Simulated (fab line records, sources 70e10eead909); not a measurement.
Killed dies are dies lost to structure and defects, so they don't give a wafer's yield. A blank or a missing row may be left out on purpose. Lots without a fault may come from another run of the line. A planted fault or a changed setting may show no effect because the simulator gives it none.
Chamber matching | flow nand_harc | NHARC_P_M0_DEP_00 on pecvd-02: 3 sister chambers
The step deposits SiOC, target thk 150 nm. 14 wafers are shown with their chamber, then 7 later ones without.

WAFERS WITH THEIR CHAMBER
wafer  | chamber | showerhead_vpp_V (V)
L962.1 | 2       | 1459
L962.2 | 1       | 1419
L962.5 | 2       | 1479
L965.1 | 0       | 1506
L965.3 | 1       | 1437
L965.5 | 1       | 1413
L968.2 | 0       | 1467
L968.4 | 2       | 1490
L968.5 | 1       | 1419
L970.2 | 2       | 1480
L970.5 | 1       | 1402
L970.6 | 2       | 1515
L979.2 | 2       | 1488
L979.5 | 0       | 1445

SIGNATURES (means of the wafers above)
reading          | chamber 0 | chamber 1 | chamber 2 | scatter within a chamber
showerhead_vpp_V | 1472.67   | 1418.00   | 1485.17   | 19.6
Rule: a wafer's distance from a chamber is the root of the sum, over the readings, of the square of ((its reading less the chamber's mean) divided by the reading's scatter). The wafer belongs to the nearest chamber; if the next one is less than 2 further off, it can't be placed. The scatter: the root of (the sum of the squares of (reading less its chamber's mean) over the shown wafers, divided by (wafers less chambers)).

WAFERS WITHOUT THEIR CHAMBER
wafer  | showerhead_vpp_V (V)
L979.6 | 1480
L980.2 | 1426
L980.4 | 1517
L980.5 | 1475
L982.1 | 1495
L982.2 | 1412
L982.3 | 1478

WHICH CHAMBER EACH WENT THROUGH
wafer  | from the rows above     | in truth
L979.6 | can't be placed: 2 or 0 | 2
L980.2 | can't be placed: 1 or 0 | 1
L980.4 | can't be placed: 2 or 0 | 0
L980.5 | can't be placed: 0 or 2 | 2
L982.1 | can't be placed: 2 or 0 | 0
L982.2 | 1                       | 1
L982.3 | can't be placed: 0 or 2 | 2
Placed correctly: 1 of 7. Can't be placed from these rows: 6 (the true chamber is among the candidates in 6). Placed wrongly: 0.
